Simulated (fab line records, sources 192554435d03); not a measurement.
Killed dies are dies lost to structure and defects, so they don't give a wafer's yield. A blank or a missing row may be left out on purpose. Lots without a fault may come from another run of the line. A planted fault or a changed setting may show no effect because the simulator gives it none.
Chamber matching | flow n5_finfet | N5_BEOL_M2_ILD_DEP_00 on pecvd-03: 3 sister chambers
The step deposits SiOC from DEMS/O2, target thk 79 nm, time 15.3 s. 14 wafers are shown with their chamber, then 7 later ones without.

WAFERS WITH THEIR CHAMBER
wafer  | chamber | throttle_valve_pct (%) | heater_power_w (W) | showerhead_plenum_p_Torr (Torr)
L720.2 | 1       | 13.2                   | 627                | 5.695
L720.3 | 2       | 11.4                   | 502                | 5.694
L720.6 | 2       | 11.8                   | 502                | 5.687
L722.4 | 0       | 12.3                   | 433                | 5.697
L722.5 | 2       | 11.8                   | 451                | 5.690
L722.6 | 1       | 13.2                   | 597                | 5.693
L728.2 | 2       | 11.8                   | 426                | 5.675
L728.4 | 2       | 12.0                   | 449                | 5.695
L728.5 | 1       | 13.1                   | 631                | 5.691
L727.1 | 1       | 13.2                   | 552                | 5.692
L727.3 | 0       | 12.5                   | 438                | 5.698
L727.6 | 2       | 11.9                   | 447                | 5.703
L731.3 | 1       | 13.2                   | 620                | 5.684
L731.5 | 1       | 13.0                   | 625                | 5.700

SIGNATURES (means of the wafers above)
reading                  | chamber 0 | chamber 1 | chamber 2 | scatter within a chamber
throttle_valve_pct       | 12.400    | 13.150    | 11.783    | 0.155
heater_power_w           | 435.50    | 608.67    | 462.83    | 29.5
showerhead_plenum_p_Torr | 5.69750   | 5.69250   | 5.69067   | 0.00726
Rule: a wafer's distance from a chamber is the root of the sum, over the readings, of the square of ((its reading less the chamber's mean) divided by the reading's scatter). The wafer belongs to the nearest chamber; if the next one is less than 2 further off, it can't be placed. The scatter: the root of (the sum of the squares of (reading less its chamber's mean) over the shown wafers, divided by (wafers less chambers)).

WAFERS WITHOUT THEIR CHAMBER
wafer  | throttle_valve_pct (%) | heater_power_w (W) | showerhead_plenum_p_Torr (Torr)
L731.6 | 11.8                   | 487                | 5.674
L736.1 | 11.6                   | 452                | 5.673
L736.2 | 12.5                   | 445                | 5.685
L736.5 | 12.2                   | 445                | 5.688
L737.2 | 12.0                   | 479                | 5.678
L737.3 | 13.2                   | 612                | 5.689
L737.5 | 12.0                   | 471                | 5.680

WHICH CHAMBER EACH WENT THROUGH
wafer  | from the rows above     | in truth
L731.6 | 2                       | 2
L736.1 | 2                       | 2
L736.2 | 0                       | 0
L736.5 | can't be placed: 0 or 2 | 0
L737.2 | can't be placed: 2 or 0 | 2
L737.3 | 1                       | 1
L737.5 | can't be placed: 2 or 0 | 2
Placed correctly: 4 of 7. Can't be placed from these rows: 3 (the true chamber is among the candidates in 3). Placed wrongly: 0.
